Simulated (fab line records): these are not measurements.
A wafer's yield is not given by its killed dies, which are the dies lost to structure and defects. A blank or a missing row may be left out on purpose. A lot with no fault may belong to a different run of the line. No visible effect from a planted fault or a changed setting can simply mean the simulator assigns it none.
A struck lot beside a sound one :: flow n5_finfet :: 41 out of 1938 route steps
Sound: the wafers L328.2, L328.3, L328.5. Wafers struck: L317.1, L317.2, L317.3. The cause comes at the end.
Each step with rows lists, per side, the tool, then ch with its chambers, then its first start. Under that, the readings that differ: sound wafers :: struck wafers :: difference of the means :: sigmas: that difference in standard deviations of wafers without a fault.
alike: words and numbers the same on both sides, and readings whose means are apart by under 2 such deviations; not compared: readings that were withheld, readings missing a value for some wafer, numbers with overlapping values and no deviation given by the record, and bounds like >300 which may hide the same value.
Wherever a step has rows on one side only, a row that says differs or no value, or a row with sigmas, the two part there. Numbers that don't overlap but have no deviation are shown without sigmas and don't part them. Lack of a reading on every wafer of one side parts them only where that side has two or more wafers.

N5_SD_EPI_P_ETCH_36: etches SiARC in CF4, target depth 45.5 nm, time 75.8 s.
  sound on rie_diel-01 ch 0,1,3, day 8 00:05; struck on rie_diel-01 ch 0,1,2, day 4 23:49
  alike: drypump_motor_current_A, etch_rf_on_time_s, oes_product_au, rf_vpp_V, showerhead_plenum_p_Torr, throttle_valve_pct
  not compared: rf_hours_counter_h
N5_SD_EPI_P_ETCH_37: etches SOC in N2/H2, overetch 108 nm, time 486 s.
  sound on rie_diel-01 ch 0,1,3, day 8 00:09; struck on rie_diel-01 ch 0,1,2, day 4 23:52
  alike: drypump_motor_current_A, oes_product_au, rf_vpp_V, showerhead_plenum_p_Torr, throttle_valve_pct
  not compared: rf_hours_counter_h
then, 3 steps without rows for these wafers: N5_SD_EPI_P_STRIP_38 (strips in N2/H2); N5_SD_EPI_P_ETCHBACK_46 (etches SiNx in CH3F/O2, stops on SiO2, target depth 17.5 nm); N5_SD_EPI_P_ETCH_47 (etches SiOCN in CH3F/O2, target depth 25 nm).
N5_SD_EPI_P_ETCH_16: etches SiO2 in CHF3/O2, target depth 5 nm.
  sound on rie_diel-01 ch 0,1,3, day 8 00:40; struck on rie_diel-01 ch 0,1,2, day 5 00:24
  alike: drypump_motor_current_A, oes_product_au, rf_vpp_V, showerhead_plenum_p_Torr, throttle_valve_pct
  not compared: rf_hours_counter_h
then, 6 steps without rows for these wafers: N5_SD_EPI_P_STRIP_50 (strips in CHF3/O2); N5_SD_EPI_P_SD_RECESS_17 (chemistry HBr/Cl2/O2, target depth 39.1 nm, bt time 3 s); N5_SD_EPI_P_WET_ETCH_45 (etches SiO2 in dHF, time 10.7 s, target depth 2 nm, rinse time 30 s); N5_SD_EPI_P_STRIP_40 (strips in N2/H2); N5_SD_EPI_P_PRECLEAN_52 (cleans in O3/DIW, time 60 s); N5_SD_EPI_P_SRD_20 (time 30 s).
N5_SD_EPI_P_PRECLEAN_51: cleans in NF3:NH3, afs cycles 1, time 20 s, sublimation time 60 s.
  struck on epi_rpcvd-02, day 5 00:46; sound on epi_rpcvd-02 ch 0, day 8 01:05
  no value came back on the struck wafers for afs_cycles, chamber_pressure_Torr (Torr); on the sound wafers afs_cycles reads 1 1 1
reading: model.SiNx_of_SD_EPI_N_LINER_46.thk_nm (nm)
sound: 2.6 2.6 2.6
struck: 3 3 3
difference: +0
sigmas: 
then, 1 step without rows for these wafers: N5_SD_EPI_P_VAPOR_ETCH_44 (etches SiGe30 in NF3/Ar, time 3.3 s).
N5_SD_EPI_P_EPI_21: deposits SiGe:B, time 355 s.
  sound on epi_rpcvd-02 ch 0, day 8 01:46; struck on epi_rpcvd-02 ch 0, day 5 01:08
reading: model.SiGe-B_of_SD_EPI_P_EPI_21.thk_nm (nm)
sound: 62.6 60.6 61.6
struck: 1.8 1.6 1
difference: -60.1
sigmas: 
N5_SD_EPI_P_EPI_MEAS_23:
  sound: film_metro-01 at day 8 03:37; struck: film_metro-02 at day 5 03:20
reading: thk_nm (nm)
sound: 61.6 61.4 60.1
struck: 2.7 1.1 0.9
difference: -59.5
sigmas: -54
then, 6 steps without rows for these wafers: N5_SD_EPI_P_HM_STRIP_48 (strips SiNx in H3PO4, material SiNx, target depth 3 nm); N5_SD_EPI_P_SRD_49 (time 30 s); N5_SD_EPI_P_PRECLEAN_24 (cleans in O3/DIW, time 45 s); N5_SD_EPI_P_PRECLEAN_32 (cleans in dHF, time 10 s); N5_SD_EPI_P_PRECLEAN_33 (cleans in SC2, time 45 s); N5_SD_EPI_P_SRD_25 (time 30 s).
N5_SD_EPI_P_INSPECT_26: inspects for defects (darkfield).
  sound: defect_inspect-01 at day 8 03:47; struck: defect_inspect-02 at day 5 03:31
  alike: raw_defect_count
N5_SD_ACTIVATION_RTA_00: time 0 s.
  sound on rtp_anneal-01 ch 0, day 8 04:02; struck on rtp_anneal-02 ch 0, day 5 03:47
  alike: lamp_power_pct, lamp_zone_5_pct, wafer_temp_C_max
then, 1 step without rows for these wafers: N5_SD_ACTIVATION_LSA_01 (time 0.0008 s).
N5_SD_ACTIVATION_INSPECT_02: inspects for defects (darkfield).
  sound: defect_inspect-02 at day 8 04:43; struck: defect_inspect-01 at day 5 04:31
  alike: raw_defect_count
then, 3 steps without rows for these wafers: N5_ILD0_LINER_00 (material SiNx, target thk 4 nm, pulse time 1 s, purge time 2 s); N5_ILD0_FCVD_FILL_01 (material SiO2 flowable, target thk 200 nm, time 328.3 s); N5_ILD0_CURE_02 (time 1800 s).
N5_ILD0_CMP_03: polishes, stops on SiNx, t overpolish 1.9 s, target thk 197.38 nm.
  sound on cmp-03 ch 0,1,2, day 8 07:13; struck on cmp-03 ch 1,2,3, day 5 07:14
  alike: motor_current_A, overpolish_run_s, time_to_endpoint_s
N5_ILD0_THK_MEAS_04:
  sound: film_metro-01 at day 8 07:26; struck: film_metro-02 at day 5 07:30
  alike: thk_nm
then, 1 step without rows for these wafers: N5_ILD0_CMP_07 (polishes SiO2 flowable, stops on poly-Si, t overpolish 1.18 s, target thk 138.88 nm).
N5_ILD0_THK_MEAS_08:
  sound: film_metro-02 at day 8 07:46; struck: film_metro-02 at day 5 07:49
  alike: thk_nm
then, 3 steps without rows for these wafers: N5_ILD0_PRECLEAN_10 (cleans in NF3:NH3, afs cycles 5, time 20 s, sublimation time 60 s); N5_ILD0_ALD_15 (deposits SiNx, target thk 24 nm, pulse time 1 s, ald cycles 480); N5_ILD0_CMP_12 (polishes SiNx, stops on poly-Si, t overpolish 6 s, target thk 17.67 nm).
N5_ILD0_THK_MEAS_13:
  sound: film_metro-02 at day 8 10:58; struck: film_metro-02 at day 5 11:41
  alike: thk_nm
N5_ILD0_INSPECT_06: inspects for defects (darkfield).
  sound: defect_inspect-01 at day 8 11:00; struck: defect_inspect-02 at day 5 11:43
reading: raw_defect_count
sound: 23 27 22
struck: 57 122 73
difference: +60
sigmas: +3
then, 2 steps without rows for these wafers: N5_SDB_HM_DEP_00 (deposits SiNx from SiH4/NH3/N2, target thk 40 nm, time 35.3 s); N5_SDB_COAT_03 (time 60 s, resist thk 100 nm).
N5_MOL_CONTACT_COAG_ETCH_110: etches Si in CF4/O2, target depth 2.5 nm, time 8 s.
  sound on rie_diel-06 ch 0,1,2, day 9 09:16; struck on rie_diel-06 ch 1,2,3, day 6 09:57
reading: model.SiGe-B_of_SD_EPI_P_EPI_21.thk_nm (nm)
sound: 59.6 57.8 58.6
struck: 1.8 1.6 1
difference: -57.2
sigmas: 
  alike: drypump_motor_current_A, oes_product_au, rf_vpp_V, showerhead_plenum_p_Torr, throttle_valve_pct
  not compared: rf_hours_counter_h

## WHERE THEY PART
At N5_SD_EPI_P_PRECLEAN_51 first; at N5_ILD0_INSPECT_06 last (within this record only). Later steps at which nothing parts them and some readings are alike: N5_MOL_CONTACT_COAG_ETCH_110.

WHY: whatever the simulator had introduced
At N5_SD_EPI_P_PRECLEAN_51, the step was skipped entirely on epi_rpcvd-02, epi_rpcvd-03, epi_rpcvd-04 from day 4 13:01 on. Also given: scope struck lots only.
